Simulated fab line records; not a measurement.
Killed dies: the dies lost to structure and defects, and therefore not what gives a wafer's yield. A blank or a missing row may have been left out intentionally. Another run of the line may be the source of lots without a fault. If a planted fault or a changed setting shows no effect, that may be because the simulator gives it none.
Matching of chambers    flow n5 finfet    rie diel-01 running N5_BEOL_M3_STRIP_19: 4 sister chambers
The step strips in O2. 18 wafers are shown with their chamber, then 9 later ones without.

== WAFERS, EACH WITH ITS CHAMBER ==
wafer   chamber  throttle valve pct (%)  showerhead plenum p Torr (Torr)  oes product au (a.u.)
L074.3  3        16.9                    2.19                             0.76
L074.5  1        16.4                    1.98                             0.68
L074.6  2        17.3                    2.09                             0.72
L077.1  3        16.9                    2.19                             0.75
L077.4  2        17.3                    2.09                             0.71
L077.6  2        17.3                    2.09                             0.71
L080.1  0        16.3                    2.12                             0.90
L080.3  1        16.4                    1.98                             0.67
L080.6  2        17.3                    2.09                             0.71
L083.2  0        16.3                    2.12                             0.90
L083.4  2        17.3                    2.09                             0.71
L083.6  2        17.3                    2.09                             0.71
L085.1  1        16.4                    1.97                             0.68
L085.2  2        17.3                    2.09                             0.70
L085.5  2        17.3                    2.09                             0.70
L088.2  2        17.3                    2.09                             0.69
L088.4  3        17.0                    2.18                             0.73
L088.5  2        17.3                    2.08                             0.69

SIGNATURES (averages over the wafers above)
reading                   chamber 0  chamber 1  chamber 2  chamber 3  scatter within a chamber
throttle valve pct        16.300     16.400     17.300     16.933     0.0218
showerhead plenum p Torr  2.1200     1.9767     2.0890     2.1867     0.00399
oes product au            0.9000     0.6767     0.7050     0.7467     0.00994
Rule: distance of a wafer from a chamber = root of the sum over the readings of ((wafer's reading minus chamber's mean) / reading's scatter) squared. The wafer belongs to the nearest chamber; if the next one is less than 2 further off, it can't be placed. The scatter: take each reading less its chamber's mean, square it, sum over the shown wafers, divide by the number of wafers less the number of chambers, and take the root.

== WAFERS WITH NO CHAMBER GIVEN ==
wafer   throttle valve pct (%)  showerhead plenum p Torr (Torr)  oes product au (a.u.)
L089.1  17.0                    2.18                             0.73
L089.5  17.0                    2.18                             0.72
L089.6  16.3                    2.11                             0.87
L091.1  16.5                    1.97                             0.66
L091.5  16.4                    1.97                             0.67
L091.6  17.0                    2.18                             0.72
L094.2  17.0                    2.18                             0.71
L094.4  16.4                    2.11                             0.83
L094.5  17.0                    2.18                             0.71

== EACH ONE'S CHAMBER ==
wafer   from the rows above  in truth
L089.1  3                    3
L089.5  3                    3
L089.6  0                    0
L091.1  1                    1
L091.5  1                    1
L091.6  3                    3
L094.2  3                    3
L094.4  0                    0
L094.5  3                    3
Correctly placed: 9 of 9. Left unplaced by these rows: 0. Wrongly placed: 0.
